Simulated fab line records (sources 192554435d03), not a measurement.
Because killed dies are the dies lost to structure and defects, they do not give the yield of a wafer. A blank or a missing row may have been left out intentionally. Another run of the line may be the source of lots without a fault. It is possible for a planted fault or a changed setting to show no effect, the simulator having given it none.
Struck lot and sound lot, side by side -- flow n5 finfet -- 17 steps out of a route of 1938
Sound: wafers L444.1, L444.2, L444.3. Struck: wafers L439.1, L439.3, L439.5. The cause is named last.
Order at every step that has rows: each side's tool, ch and its chambers, its first start. Under that, the readings that differ: sound wafers -- struck wafers -- difference of the means -- sigmas: that difference in standard deviations of wafers without a fault.
alike: readings with means less than 2 such deviations apart, plus words and numbers identical on both sides. not compared: withheld readings, readings lacking a value on some wafer, bounds such as >300 that could conceal the same value, and numbers that have no deviation in the record and whose values overlap.
The two part at a step that has a row with sigmas, a row that says differs or no value, or rows on one side only. Non-overlapping numbers with no deviation appear without sigmas and do not part them. A reading that every wafer of one side lacks parts them only if that side has two wafers or more.

first, 10 steps without rows for these wafers: N5_SDB_PRECLEAN_23 (cleans in dHF, time 30 s); N5_SDB_DUMMY_REMOVE_24 (chemistry TMAH, target poly-Si, stops on SiO2, target depth 142 nm, time 57 s, rinse time 30 s); N5_SDB_ETCH_25 (etches SiO2 in C4F6/O2, target depth 10 nm, time 3.3 s); N5_SDB_CUT_ETCH_26 (etches Si in HBr/Cl2/O2, target depth 129.6 nm, bt time 20 s, time 51.8 s); N5_SDB_PRECLEAN_38 (cleans in dHF, time 10 s); N5_SDB_PRECLEAN_39 (cleans in O3/DIW, time 45 s); N5_SDB_SRD_28 (time 30 s); N5_SDB_ALD_29 (deposits SiNx, target thk 30 nm, pulse time 1 s, ald cycles 600); N5_SDB_CMP_30 (polishes, stops on poly-Si, t overpolish 1.54 s, target thk 30 nm); N5_DUMMY_REMOVAL_HM_STRIP_01 (strips SiNx in CH3F/O2, stops on poly-Si, target depth 4 nm, time 6.8 s).
N5_DUMMY_REMOVAL_STRIP_10: strips in N2/H2, time 40 s.
  sound on rie diel-02 ch 0,1,2, day 9 02:25; struck on rie diel-06 ch 2,3, day 7 20:30
  no value came back on the struck wafers for any of 9 readings (bias power w (W), chamber pressure mTorr (mTorr) and others); on the sound wafers bias power w (W) reads 2.999 2.996 3.001
then, 2 steps without rows for these wafers: N5_DUMMY_REMOVAL_PRECLEAN_07 (cleans in dHF, time 30 s); N5_DUMMY_REMOVAL_DUMMY_REMOVE_02 (chemistry TMAH, target poly-Si, stops on SiO2, target depth 142 nm, time 57 s, rinse time 30 s).
N5_DUMMY_REMOVAL_INSPECT_06: inspects for defects (brightfield).
  struck on defect inspect-01, day 7 20:40; sound on defect inspect-01, day 9 02:35
reading,sound,struck,difference,sigmas
raw defect count,8 20 18,133 137 111,+112,+21
then, 1 step without rows for these wafers: N5_DUMMY_REMOVAL_PRECLEAN_08 (cleans in NF3:NH3, afs cycles 2, time 20 s, sublimation time 60 s).
N5_BEOL_M4_RC_MEAS_101:
  the record has rows for the sound wafers here (prober-01 ch 0, day 13 14:53) and none for the struck ones
-- the record jumps here: 9 days lie between the struck wafers' starts before and after (it left off in module BEOL_M4 and takes up again in module PASSIVATION, whose first step shown is number 1936 of the route) --
N5_PASSIVATION_PROBE_49:
  only the struck wafers here have rows in the record (prober-02, day 16 14:52); the sound ones have none

## WHERE THEY PART
First at N5_DUMMY_REMOVAL_STRIP_10; last, within this record, at N5_PASSIVATION_PROBE_49.

WHY: what had been put in by the simulator
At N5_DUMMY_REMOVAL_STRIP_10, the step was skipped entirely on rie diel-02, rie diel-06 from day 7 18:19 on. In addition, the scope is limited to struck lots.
